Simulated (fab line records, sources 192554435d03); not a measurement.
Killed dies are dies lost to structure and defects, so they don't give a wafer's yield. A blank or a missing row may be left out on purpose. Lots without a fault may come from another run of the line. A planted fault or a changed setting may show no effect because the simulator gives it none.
Chamber matching | flow n5_finfet | N5_GATE_CUT_ETCH_28 on rie_diel-06: 4 sister chambers
The step etches underlayer in N2/H2, target depth 13 nm, time 10.4 s. 4 wafers are shown with their chamber, then 8 later ones without.

WAFERS WITH THEIR CHAMBER
wafer  | chamber | showerhead_plenum_p_Torr (Torr)
L083.2 | 0       | 2.49
L084.3 | 2       | 2.65
L084.6 | 1       | 2.53
L087.2 | 3       | 2.57

WAFERS WITHOUT THEIR CHAMBER
wafer  | showerhead_plenum_p_Torr (Torr)
L087.5 | 2.57
L087.6 | 2.52
L088.3 | 2.49
L088.4 | 2.65
L088.6 | 2.49
L095.1 | 2.64
L095.3 | 2.56
L095.5 | 2.48

WHICH CHAMBER EACH WENT THROUGH
wafer  | from the rows above | in truth
L087.5 | 3                   | 3
L087.6 | 1                   | 1
L088.3 | 0                   | 0
L088.4 | 2                   | 2
L088.6 | 0                   | 0
L095.1 | 2                   | 2
L095.3 | 3                   | 3
L095.5 | 0                   | 0
Placed correctly: 8 of 8. Can't be placed from these rows: 0. Placed wrongly: 0.
How it was worked out, from the rows above alone: a wafer's distance from a chamber is the root of the sum, over the readings, of the square of ((its reading less the chamber's mean) divided by the reading's scatter). The wafer belongs to the nearest chamber; if the next one is less than 2 further off, it can't be placed. A chamber's mean is the mean of its shown wafers. The scatter: with one shown wafer a chamber, the root of the mean of the squares of how far each hidden wafer lies from its nearest shown one.
